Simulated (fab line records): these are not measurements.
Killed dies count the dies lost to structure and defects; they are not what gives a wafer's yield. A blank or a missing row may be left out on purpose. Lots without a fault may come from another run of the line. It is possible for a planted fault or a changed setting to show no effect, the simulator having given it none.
Matching of chambers :: flow n5 finfet :: N5_SDB_DESCUM_16 on rie diel-06 has 4 sister chambers
The step chemistry O2, time 7.9 s. 4 wafers are shown with their chamber, then 9 later ones without.

== WAFERS WITH THEIR CHAMBER ==
wafer: L088.6
chamber: 1
drypump motor current A (A): 6.2

wafer: L092.1
chamber: 0
drypump motor current A (A): 4.8

wafer: L092.2
chamber: 2
drypump motor current A (A): 5.8

wafer: L092.4
chamber: 3
drypump motor current A (A): 5.7

== WAFERS WITHOUT THEIR CHAMBER ==
wafer: L093.1
drypump motor current A (A): 5.8

wafer: L093.3
drypump motor current A (A): 5.7

wafer: L093.4
drypump motor current A (A): 6.2

wafer: L096.1
drypump motor current A (A): 5.8

wafer: L096.4
drypump motor current A (A): 6.3

wafer: L096.5
drypump motor current A (A): 4.8

wafer: L097.1
drypump motor current A (A): 4.8

wafer: L097.3
drypump motor current A (A): 5.7

wafer: L097.5
drypump motor current A (A): 5.7

== THE CHAMBER EACH PASSED THROUGH ==
wafer: L093.1
from the rows above: 2
in truth: 2

wafer: L093.3
from the rows above: 3
in truth: 3

wafer: L093.4
from the rows above: 1
in truth: 1

wafer: L096.1
from the rows above: 2
in truth: 2

wafer: L096.4
from the rows above: 1
in truth: 1

wafer: L096.5
from the rows above: 0
in truth: 0

wafer: L097.1
from the rows above: 0
in truth: 0

wafer: L097.3
from the rows above: 3
in truth: 3

wafer: L097.5
from the rows above: 3
in truth: 3
Correct placement for 9 of the 9. Can't be placed from these rows: 0. 0 placed wrongly.
How it was worked out, from the rows above alone: a wafer's distance from a chamber is the root of the sum, over the readings, of the square of ((its reading less the chamber's mean) divided by the reading's scatter). If the next closest chamber is less than 2 further off than the closest, the wafer can't be placed; otherwise it belongs to the closest. For every chamber, the mean is computed from those of its wafers that are shown. The scatter: root of mean squared gap, hidden wafer to nearest shown wafer, with one shown wafer a chamber.
